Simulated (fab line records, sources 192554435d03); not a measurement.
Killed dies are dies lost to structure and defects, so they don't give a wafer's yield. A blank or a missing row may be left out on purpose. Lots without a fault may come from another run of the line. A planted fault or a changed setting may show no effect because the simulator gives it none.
Chamber matching | flow n5_finfet | N5_BEOL_M3_PRE_CLEAN_60 on cvd_co-02: 3 sister chambers
The step time 15 s. 3 wafers are shown with their chamber, then 12 later ones without.

WAFERS WITH THEIR CHAMBER
wafer  | chamber | heater_power_w (W)
L090.4 | 2       | 71
L090.5 | 0       | 124
L090.6 | 1       | 70

WAFERS WITHOUT THEIR CHAMBER
wafer  | heater_power_w (W)
L092.1 | 71
L092.2 | 127
L092.3 | 67
L092.4 | 128
L092.5 | 69
L092.6 | 69
L091.1 | 72
L091.2 | 128
L091.3 | 70
L091.4 | 126
L091.5 | 71
L091.6 | 69

WHICH CHAMBER EACH WENT THROUGH
wafer  | from the rows above     | in truth
L092.1 | can't be placed: 2 or 1 | 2
L092.2 | 0                       | 0
L092.3 | can't be placed: 1 or 2 | 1
L092.4 | 0                       | 0
L092.5 | can't be placed: 1 or 2 | 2
L092.6 | can't be placed: 1 or 2 | 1
L091.1 | can't be placed: 2 or 1 | 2
L091.2 | 0                       | 0
L091.3 | can't be placed: 1 or 2 | 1
L091.4 | 0                       | 0
L091.5 | can't be placed: 2 or 1 | 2
L091.6 | can't be placed: 1 or 2 | 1
Placed correctly: 4 of 12. Can't be placed from these rows: 8 (the true chamber is among the candidates in 8). Placed wrongly: 0.
How it was worked out, from the rows above alone: a wafer's distance from a chamber is the root of the sum, over the readings, of the square of ((its reading less the chamber's mean) divided by the reading's scatter). The wafer belongs to the nearest chamber; if the next one is less than 2 further off, it can't be placed. A chamber's mean is the mean of its shown wafers. The scatter: with one shown wafer a chamber, the root of the mean of the squares of how far each hidden wafer lies from its nearest shown one.
